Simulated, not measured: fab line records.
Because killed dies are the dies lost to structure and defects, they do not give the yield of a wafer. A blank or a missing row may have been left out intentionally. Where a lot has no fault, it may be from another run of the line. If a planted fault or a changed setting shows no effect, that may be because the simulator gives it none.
Chamber matching | flow n5 finfet | N5_BEOL_M2_CO_CAP_55 on cvd co-02 has 3 sister chambers
The step material Co, precursor CCTBA/H2, target thk 2 nm, time 102.1 s. 3 wafers are shown with their chamber, then 12 later ones without.

== EACH WAFER AND ITS CHAMBER ==
wafer  | chamber | heater power w (W)
L093.4 | 0       | 223
L094.4 | 1       | 207
L094.6 | 2       | 226

== WAFERS WHOSE CHAMBER IS MISSING ==
wafer  | heater power w (W)
L095.1 | 206
L095.2 | 238
L095.3 | 224
L095.4 | 199
L095.5 | 232
L095.6 | 224
L096.2 | 205
L096.4 | 204
L096.6 | 231
L097.3 | 227
L097.4 | 226
L097.5 | 233

== EACH ONE'S CHAMBER ==
wafer  | from the rows above     | in truth
L095.1 | 1                       | 1
L095.2 | can't be placed: 2 or 0 | 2
L095.3 | can't be placed: 0 or 2 | 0
L095.4 | 1                       | 1
L095.5 | can't be placed: 2 or 0 | 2
L095.6 | can't be placed: 0 or 2 | 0
L096.2 | 1                       | 1
L096.4 | 1                       | 1
L096.6 | can't be placed: 2 or 0 | 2
L097.3 | can't be placed: 2 or 0 | 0
L097.4 | can't be placed: 2 or 0 | 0
L097.5 | can't be placed: 2 or 0 | 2
Correctly placed: 4 of 12. Cannot be placed on the basis of these rows: 8; the candidates contain the true chamber in 8. 0 placed wrongly.
How it was worked out, from the rows above alone: a wafer's distance from a chamber is the root of the sum, over the readings, of the square of ((its reading less the chamber's mean) divided by the reading's scatter). If the next closest chamber is less than 2 further off than the closest, the wafer can't be placed; otherwise it belongs to the closest. A chamber's mean is the mean of its shown wafers. The scatter (one wafer shown for each chamber): square how far every hidden wafer sits from the nearest shown wafer, average those squares and take the square root.
